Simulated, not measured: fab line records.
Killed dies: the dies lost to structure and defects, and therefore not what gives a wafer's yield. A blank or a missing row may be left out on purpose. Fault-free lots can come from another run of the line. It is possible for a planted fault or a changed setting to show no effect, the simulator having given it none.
Matching of chambers + flow n5_finfet + rie_diel-04 running N5_BEOL_M11_VIA_ETCH_34: 4 sister chambers
The step etches SiCOH lowk in C4F6/O2, target depth 184.5 nm, time 69.2 s. 4 wafers are shown with their chamber, then 8 later ones without.

WAFERS PAIRED WITH THEIR CHAMBERS
| wafer  | chamber | drypump_motor_current_A (A) |
|--------|---------|-----------------------------|
| L082.3 | 3       | 6.4                         |
| L087.1 | 1       | 5.6                         |
| L087.2 | 2       | 4.7                         |
| L090.1 | 0       | 5.3                         |

WAFERS WHOSE CHAMBER IS MISSING
| wafer  | drypump_motor_current_A (A) |
|--------|-----------------------------|
| L090.2 | 6.4                         |
| L090.6 | 4.7                         |
| L091.2 | 4.8                         |
| L091.3 | 5.3                         |
| L091.4 | 6.4                         |
| L089.2 | 5.7                         |
| L089.3 | 4.8                         |
| L089.6 | 5.3                         |

CHAMBER TAKEN BY EACH
| wafer  | from the rows above | in truth |
|--------|---------------------|----------|
| L090.2 | 3                   | 3        |
| L090.6 | 2                   | 2        |
| L091.2 | 2                   | 2        |
| L091.3 | 0                   | 0        |
| L091.4 | 3                   | 3        |
| L089.2 | 1                   | 1        |
| L089.3 | 2                   | 2        |
| L089.6 | 0                   | 0        |
Correct placement for 8 of the 8. Can't be placed from these rows: 0. Number placed wrongly: 0.
How it was worked out, from the rows above alone: a wafer's distance from a chamber is the root of the sum, over the readings, of the square of ((its reading less the chamber's mean) divided by the reading's scatter). The wafer belongs to the nearest chamber; if the next one is less than 2 further off, it can't be placed. Each chamber's mean is taken over the wafers shown for it. The scatter: root of mean squared gap, hidden wafer to nearest shown wafer, with one shown wafer a chamber.
